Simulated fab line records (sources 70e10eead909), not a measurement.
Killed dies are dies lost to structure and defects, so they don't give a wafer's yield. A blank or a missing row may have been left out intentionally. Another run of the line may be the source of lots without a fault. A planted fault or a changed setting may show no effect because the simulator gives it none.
Chamber matching	flow nand_harc	pecvd-02 running NHARC_A_ONON_D2_DEP_33: 3 sister chambers
The step deposits SiO2, target thk 200 nm. 5 wafers are shown with their chamber, then 7 later ones without.

== EACH WAFER AND ITS CHAMBER ==
wafer	chamber	throttle_valve_pct (%)	heater_power_w (W)
L085.3	0	16.5	674
L087.4	2	16.4	587
L087.5	1	15.9	574
L089.1	1	15.5	462
L089.2	2	16.6	645

== WAFERS WITH NO CHAMBER GIVEN ==
wafer	throttle_valve_pct (%)	heater_power_w (W)
L089.3	16.3	796
L091.3	16.6	643
L091.4	16.2	645
L091.6	16.5	752
L092.1	16.4	581
L092.3	16.0	568
L092.6	16.1	781

== CHAMBER TAKEN BY EACH ==
wafer	from the rows above	in truth
L089.3	can't be placed: 0 or 2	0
L091.3	can't be placed: 2 or 0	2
L091.4	can't be placed: 0 or 2 or 1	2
L091.6	can't be placed: 0 or 2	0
L092.1	can't be placed: 2 or 0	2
L092.3	can't be placed: 1 or 2 or 0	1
L092.6	can't be placed: 0 or 2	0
Correctly placed: 0 of 7. These rows do not allow placing 7 (true chamber among the candidates in 7). Number placed wrongly: 0.
How it was worked out, from the rows above alone: a wafer's distance from a chamber is the root of the sum, over the readings, of the square of ((its reading less the chamber's mean) divided by the reading's scatter). If the next closest chamber is less than 2 further off than the closest, the wafer can't be placed; otherwise it belongs to the closest. The mean given for a chamber averages the wafers shown for that chamber. The scatter: the root of (the sum of the squares of (reading less its chamber's mean) over the shown wafers, divided by (wafers less chambers)).
